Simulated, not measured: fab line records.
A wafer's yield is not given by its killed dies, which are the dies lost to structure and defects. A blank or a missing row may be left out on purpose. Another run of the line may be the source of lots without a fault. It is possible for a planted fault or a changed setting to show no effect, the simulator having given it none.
Matching of chambers + flow n5_finfet + N5_BEOL_M5_ETCH_62 on rie_diel-01: 4 sister chambers
The step etches SOC in N2/H2, target depth 75 nm, overetch 15 nm, time 112.5 s. 7 wafers are shown with their chamber, then 7 later ones without.

== WAFERS PAIRED WITH THEIR CHAMBERS ==
| wafer  | chamber | showerhead_plenum_p_Torr (Torr) | throttle_valve_pct (%) |
|--------|---------|---------------------------------|------------------------|
| L082.5 | 0       | 2.69                            | 17.90                  |
| L087.3 | 1       | 2.69                            | 17.33                  |
| L087.5 | 2       | 2.50                            | 17.61                  |
| L089.1 | 2       | 2.50                            | 17.65                  |
| L089.5 | 3       | 2.58                            | 17.74                  |
| L092.2 | 3       | 2.57                            | 17.75                  |
| L092.3 | 1       | 2.68                            | 17.37                  |

== WAFERS MISSING THEIR CHAMBER ==
| wafer  | showerhead_plenum_p_Torr (Torr) | throttle_valve_pct (%) |
|--------|---------------------------------|------------------------|
| L092.5 | 2.68                            | 17.92                  |
| L097.1 | 2.49                            | 17.67                  |
| L097.2 | 2.57                            | 17.78                  |
| L097.3 | 2.68                            | 17.94                  |
| L096.3 | 2.57                            | 17.78                  |
| L096.4 | 2.68                            | 17.96                  |
| L096.5 | 2.68                            | 17.95                  |

== WHICH CHAMBER EACH ONE RAN IN ==
| wafer  | from the rows above | in truth |
|--------|---------------------|----------|
| L092.5 | 0                   | 0        |
| L097.1 | 2                   | 2        |
| L097.2 | 3                   | 3        |
| L097.3 | 0                   | 0        |
| L096.3 | 3                   | 3        |
| L096.4 | 0                   | 0        |
| L096.5 | 0                   | 0        |
Correctly placed: 7 of 7. Left unplaced by these rows: 0. 0 placed wrongly.
How it was worked out, from the rows above alone: a wafer's distance from a chamber is the root of the sum, over the readings, of the square of ((its reading less the chamber's mean) divided by the reading's scatter). If the next closest chamber is less than 2 further off than the closest, the wafer can't be placed; otherwise it belongs to the closest. A chamber's mean is the mean of its shown wafers. How the scatter is found: for the shown wafers, subtract from each reading the mean of its chamber, square and add these, divide the total by (wafers less chambers), then take the root.
